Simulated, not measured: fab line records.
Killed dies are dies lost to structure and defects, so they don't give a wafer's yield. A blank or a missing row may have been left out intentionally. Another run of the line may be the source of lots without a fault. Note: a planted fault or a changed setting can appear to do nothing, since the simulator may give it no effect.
Matching of chambers / flow nand harc / NHARC_A_STAIRCASE_CMP_152 on cmp-03 has 4 sister chambers
The step polishes. 4 wafers are shown with their chamber, then 8 later ones without.

== WAFERS, EACH WITH ITS CHAMBER ==
wafer=L083.4; chamber=1; motor current A (A)=12.9
wafer=L088.5; chamber=3; motor current A (A)=12.3
wafer=L088.6; chamber=2; motor current A (A)=11.4
wafer=L091.2; chamber=0; motor current A (A)=12.6

== WAFERS WHOSE CHAMBER IS MISSING ==
wafer=L091.3; motor current A (A)=11.4
wafer=L091.6; motor current A (A)=12.8
wafer=L092.1; motor current A (A)=12.2
wafer=L092.3; motor current A (A)=12.9
wafer=L092.4; motor current A (A)=11.3
wafer=L096.1; motor current A (A)=12.5
wafer=L096.2; motor current A (A)=13.1
wafer=L096.4; motor current A (A)=11.4

== CHAMBER TAKEN BY EACH ==
wafer=L091.3; from the rows above=2; in truth=2
wafer=L091.6; from the rows above=can't be placed: 1 or 0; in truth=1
wafer=L092.1; from the rows above=3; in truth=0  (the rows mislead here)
wafer=L092.3; from the rows above=1; in truth=1
wafer=L092.4; from the rows above=2; in truth=2
wafer=L096.1; from the rows above=can't be placed: 0 or 3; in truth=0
wafer=L096.2; from the rows above=1; in truth=1
wafer=L096.4; from the rows above=2; in truth=2
Placed correctly: 5 of 8. Not placeable from these rows: 2 (in 2, the candidates include the true chamber). Number placed wrongly: 1.
How it was worked out, from the rows above alone: a wafer's distance from a chamber is the root of the sum, over the readings, of the square of ((its reading less the chamber's mean) divided by the reading's scatter). The wafer belongs to the nearest chamber; if the next one is less than 2 further off, it can't be placed. The mean given for a chamber averages the wafers shown for that chamber. The scatter: root of mean squared gap, hidden wafer to nearest shown wafer, with one shown wafer a chamber.
